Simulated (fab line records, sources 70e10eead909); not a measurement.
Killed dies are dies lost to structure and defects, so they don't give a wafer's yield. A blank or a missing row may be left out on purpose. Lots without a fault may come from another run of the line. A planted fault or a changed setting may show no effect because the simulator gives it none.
Tool commonality check | flow nand_harc | 3 lots, 9 wafers sampled

WHY IT WAS OPENED
At NHARC_END_SORT_01 the reading killed_dies is flagged on 3 of 3 lots. Wafers without a fault read 66, standard deviation 22.
Rule: a lot is flagged when every wafer of it that has a number lies more than 4 standard deviations from that mean, or none has a number. The other lots count as sound.

lot  | measured     | on        | killed_dies, wafer by wafer | flag
L769 | day 24 18:42 | prober-02 | 677 677 677                 | FLAGGED
L768 | day 24 18:42 | prober-01 | 677 677 677                 | FLAGGED
L770 | day 25 04:36 | prober-02 | 677 677 677                 | FLAGGED
The numbers of the flagged lots are 677 on average: +611 against the usual, or +28 standard deviations.

WHICH TOOL RAN EACH LOT
The record holds 2 process steps before the reading, out of a route of 1302 steps. In each cell: the tool, then ch and the chambers that the sampled wafers went through, then the start.
lot  | flag    | NHARC_A_DECK1_JOINT_DEP_16      | NHARC_A_CHANNEL_HOLE_D2_DEP_00
L769 | FLAGGED | pecvd-01 ch 0,2, day 13 00:07   | acl_dep-02 ch 0, day 13 14:16 and acl_dep-01 ch 0, day 13 17:02
L768 | FLAGGED | pecvd-02 ch 0,1,2, day 13 00:05 | acl_dep-03 ch 0, day 13 14:08 and acl_dep-01 ch 0, day 13 17:02
L770 | FLAGGED | pecvd-02 ch 0,2, day 13 10:59   | acl_dep-03 ch 0, day 14 06:57
What these steps do:
- NHARC_A_DECK1_JOINT_DEP_16: deposits SiO2, target thk 45 nm.
- NHARC_A_CHANNEL_HOLE_D2_DEP_00: deposits aC, target thk 3100 nm.
- NHARC_END_SORT_01

FLAGGED OVER TOTAL, TOOL BY TOOL (the gauges that took the reading come last)
step                           | tool       | lots run | flagged | share of the flagged lots | sound lots run after its first flagged lot
NHARC_A_DECK1_JOINT_DEP_16     | pecvd-01   | 1        | 1       | some                      | 0
NHARC_A_DECK1_JOINT_DEP_16     | pecvd-02   | 2        | 2       | some                      | 0
NHARC_A_CHANNEL_HOLE_D2_DEP_00 | acl_dep-01 | 2        | 2       | some                      | 0
NHARC_A_CHANNEL_HOLE_D2_DEP_00 | acl_dep-02 | 1        | 1       | some                      | 0
NHARC_A_CHANNEL_HOLE_D2_DEP_00 | acl_dep-03 | 2        | 2       | some                      | 0
NHARC_END_SORT_01              | prober-01  | 1        | 1       | some                      | 0
NHARC_END_SORT_01              | prober-02  | 2        | 2       | some                      | 0

WHAT THE TABLE ALLOWS
No row of the table ran every flagged lot.

WHAT THE SIMULATOR HAD PUT IN
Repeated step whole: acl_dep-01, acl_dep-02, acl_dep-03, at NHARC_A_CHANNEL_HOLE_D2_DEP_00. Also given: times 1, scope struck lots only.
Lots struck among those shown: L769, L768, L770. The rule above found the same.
